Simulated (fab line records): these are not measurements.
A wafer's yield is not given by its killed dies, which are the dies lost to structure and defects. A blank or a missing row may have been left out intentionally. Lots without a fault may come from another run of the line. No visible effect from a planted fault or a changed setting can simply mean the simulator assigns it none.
Lot-split experiment ; flow n5_finfet ; 21 wafers read from 7 lots, route of 1938 steps

## ABOUT THE SPLIT
At N5_BEOL_M1_ETCH_77 (etches underlayer in N2/H2, target depth 6.5 nm, time 5.2 s), the setting source_w was moved away from the recipe's 840 W on 4 of the 21 wafers read, by +5.9% to +10.5%. All remaining wafers had this setting at the recipe value.

The split's own step is where the reading is taken.

## THE READING
rf_vpp_V, in V, at N5_BEOL_M1_ETCH_77 (etches underlayer in N2/H2, target depth 6.5 nm, time 5.2 s). On this fab line, fault-free wafers typically give 524 V with a standard deviation of 3.1 V.

wafer;tool, chamber at the split;source_w as run, W;against the recipe;rf_vpp_V, V;against lot-mates on the recipe
L074.4;rie_diel-05, 1;840;recipe;528;-
L074.5;rie_diel-05, 0;840;recipe;524;-
L074.6;rie_diel-05, 1;840;recipe;527;-
L081.1;rie_diel-05, 1;840;recipe;527;-
L081.5;rie_diel-05, 2;927.8;+10.5%;509;-18
L081.6;rie_diel-05, 3;927.8;+10.5%;506;-21
L084.2;rie_diel-06, 2;840;recipe;528;-
L084.4;rie_diel-06, 1;840;recipe;523;-
L084.6;rie_diel-06, 1;907.5;+8.0%;509;-16
L086.2;rie_diel-02, 2;840;recipe;521;-
L086.3;rie_diel-02, 1;840;recipe;528;-
L086.4;rie_diel-02, 2;840;recipe;521;-
L088.2;rie_diel-02, 2;840;recipe;523;-
L088.4;rie_diel-02, 3;840;recipe;524;-
L088.6;rie_diel-02, 1;840;recipe;528;-
L093.1;rie_diel-05, 2;840;recipe;525;-
L093.2;rie_diel-05, 3;840;recipe;523;-
L093.3;rie_diel-05, 1;840;recipe;527;-
L094.2;rie_diel-05, 1;840;recipe;525;-
L094.3;rie_diel-05, 0;840;recipe;522;-
L094.4;rie_diel-05, 2;889.4;+5.9%;519;-4

THE FIT
A straight line over all 21 wafers: rf_vpp_V changes by -1.67 V for each +1% of source_w; r = -0.92; the points scatter about the line by 2.6 V.
The same after taking each lot's own level away (the mean of its wafers on the recipe; 21 wafers): -1.8 V for each +1%; r = -0.93; scatter 2.6 V.
Per that fit: largest source_w move, reading shift of 19 V.
From 523.3 to 527.0 V: that is the span of the lots' own levels, equal to 1.2 times the standard deviation above.
So the lot-to-lot level changes the slope little: the two slopes agree.
Check: -19 V against its lot-mates is what the line predicts for one of the wafers moved furthest among these (+10.5%) when that wafer is left out of the fit. Against them it came out at -18 V.
Tool readings at the split's step, against how far the setting was moved: etch_rf_on_time_s r = -0.82; rf_vpp_V r = -0.92.

## FURTHER SPLITS ON THESE WAFERS
Note: prior to the reading, these wafers also went through further splits. Each is held against what the fit with the lots' levels taken away leaves over:
other split on the same wafers;wafers away from the commonest value;r with rf_vpp_V (lot level and that fit taken away)
N5_MOL_CONTACT_COAG_COAT_75 spin_rpm;5;-0.04
N5_MOL_CONTACT_COAG_VIA_ETCH_117 bias_w;6;+0.00
N5_MOL_CONTACT_COAG_CVD_140 target_thk_a;9;-0.34
N5_BEOL_M0_CUTY_ETCH_63 time_s;9;+0.08
N5_BEOL_M0_TRENCH_ETCH_107 target_depth_a;6;-0.13
N5_BEOL_M1_COAT_68 spin_rpm;7;+0.00

## THE WHOLE CHAIN: every reading that the file lists as answering this split, in the file's order
step;what it does;reading;change (the file's fit);r (the file's)
N5_BEOL_M1_ETCH_77;etches underlayer in N2/H2, target depth 6.5 nm, time 5.2 s;etch_rf_on_time_s;withheld for each +1% of the setting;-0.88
N5_BEOL_M1_ETCH_77;etches underlayer in N2/H2, target depth 6.5 nm, time 5.2 s;rf_vpp_V;-1.78 V for each +1% of the setting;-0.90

## THE FILE'S OWN FIT
rf_vpp_V changes by -1.78 V for each +1% of source_w, r = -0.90.
